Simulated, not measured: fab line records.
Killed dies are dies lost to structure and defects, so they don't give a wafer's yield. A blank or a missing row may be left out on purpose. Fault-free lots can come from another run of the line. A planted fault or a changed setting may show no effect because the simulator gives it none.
Which tool was responsible?    flow n5Finfet    24 wafers sampled from 9 lots at 1 step of a route of 1938

## WHAT THE GAUGES SHOWED, per wafer
N5_BEOL_M4_RC_MEAS_101.
lot   measured      on         DIBL_N (mV/V)
L711  day 9 01:26   prober-01  38.3 37.5 36.6
L712  day 9 01:55   prober-02  34.2 35.6 36.1
L715  day 9 12:40   prober-02  34.3 34.4 38.4
L721  day 11 08:19  prober-02  36.5 36.7 38.2
L720  day 11 10:50  prober-02  36.5 37.8
L722  day 11 13:23  prober-01  34.1 37.0
L727  day 13 11:00  prober-02  37.6 36.6 37.2
L729  day 13 15:16  prober-01  32.7 35.5 33.7
L730  day 14 08:32  prober-01  36.5 41.0

## WHAT TOOL EACH LOT RAN ON (gives the tool, then ch and the chambers of the sampled wafers, and finally the start)
Before these readings, the record contains no process step.

## THE ANSWER, worked out from the rows above alone
Rule: usual is defined by the lots themselves. The widest of any qualifying gaps counts: lots, ordered by their means at a reading, are off when they make up no more than a third of the lots, leave a main group of 4 or more, and stand apart from it by 3 or more times the standard deviation of that group's means. If all means in a main group match to the digits the tables above print for the reading, that group is not used. A lot without any number at a reading at which 4 lots or more have one is off too. The other lots that the step has rows for count as sound.
Across all readings shown, no lot is off: no conclusion can be drawn from this.

## WHAT THE SIMULATOR HAD INSERTED
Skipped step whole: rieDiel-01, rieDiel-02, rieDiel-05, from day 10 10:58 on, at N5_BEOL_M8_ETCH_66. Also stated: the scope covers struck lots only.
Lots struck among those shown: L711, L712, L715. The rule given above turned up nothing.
